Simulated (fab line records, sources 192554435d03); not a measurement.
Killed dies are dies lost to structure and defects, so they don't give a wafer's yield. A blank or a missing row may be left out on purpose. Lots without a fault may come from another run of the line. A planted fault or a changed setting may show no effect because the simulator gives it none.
Chamber matching | flow n5_finfet | N5_GATE_CUT_STRIP_59 on rie_diel-05: 4 sister chambers
The step strips in N2/H2, time 20 s. 18 wafers are shown with their chamber, then 9 later ones without.

WAFERS WITH THEIR CHAMBER
wafer  | chamber | showerhead_plenum_p_Torr (Torr) | drypump_motor_current_A (A) | oes_product_au (a.u.)
L076.2 | 2       | 3.55                            | 6.8                         | 0.83
L076.5 | 3       | 3.48                            | 5.8                         | 0.73
L076.6 | 0       | 3.14                            | 5.6                         | 0.79
L078.1 | 3       | 3.47                            | 5.8                         | 0.72
L078.3 | 1       | 3.59                            | 6.1                         | 0.86
L078.6 | 3       | 3.47                            | 5.8                         | 0.72
L079.3 | 0       | 3.14                            | 5.6                         | 0.79
L079.5 | 1       | 3.59                            | 6.1                         | 0.86
L079.6 | 0       | 3.14                            | 5.6                         | 0.79
L081.2 | 1       | 3.58                            | 6.1                         | 0.85
L081.4 | 0       | 3.14                            | 5.6                         | 0.78
L081.6 | 2       | 3.55                            | 6.7                         | 0.84
L083.4 | 2       | 3.55                            | 6.8                         | 0.83
L083.5 | 2       | 3.55                            | 6.7                         | 0.83
L083.6 | 1       | 3.58                            | 6.1                         | 0.84
L086.1 | 1       | 3.58                            | 6.1                         | 0.83
L086.2 | 3       | 3.46                            | 5.8                         | 0.70
L086.4 | 0       | 3.14                            | 5.6                         | 0.77

SIGNATURES (means of the wafers above)
reading                  | chamber 0 | chamber 1 | chamber 2 | chamber 3 | scatter within a chamber
showerhead_plenum_p_Torr | 3.1400    | 3.5840    | 3.5500    | 3.4700    | 0.00478
drypump_motor_current_A  | 5.600     | 6.100     | 6.750     | 5.800     | 0.0267
oes_product_au           | 0.7840    | 0.8480    | 0.8325    | 0.7175    | 0.0105
Rule: a wafer's distance from a chamber is the root of the sum, over the readings, of the square of ((its reading less the chamber's mean) divided by the reading's scatter). The wafer belongs to the nearest chamber; if the next one is less than 2 further off, it can't be placed. The scatter: the root of (the sum of the squares of (reading less its chamber's mean) over the shown wafers, divided by (wafers less chambers)).

WAFERS WITHOUT THEIR CHAMBER
wafer  | showerhead_plenum_p_Torr (Torr) | drypump_motor_current_A (A) | oes_product_au (a.u.)
L091.1 | 3.13                            | 5.6                         | 0.76
L091.3 | 3.54                            | 6.7                         | 0.81
L091.4 | 3.58                            | 6.1                         | 0.83
L093.1 | 3.54                            | 6.8                         | 0.81
L093.5 | 3.13                            | 5.6                         | 0.77
L093.6 | 3.57                            | 6.1                         | 0.83
L096.2 | 3.57                            | 6.1                         | 0.82
L096.3 | 3.54                            | 6.8                         | 0.80
L096.4 | 3.13                            | 5.6                         | 0.76

WHICH CHAMBER EACH WENT THROUGH
wafer  | from the rows above | in truth
L091.1 | 0                   | 0
L091.3 | 2                   | 2
L091.4 | 1                   | 1
L093.1 | 2                   | 2
L093.5 | 0                   | 0
L093.6 | 1                   | 1
L096.2 | 1                   | 1
L096.3 | 2                   | 2
L096.4 | 0                   | 0
Placed correctly: 9 of 9. Can't be placed from these rows: 0. Placed wrongly: 0.
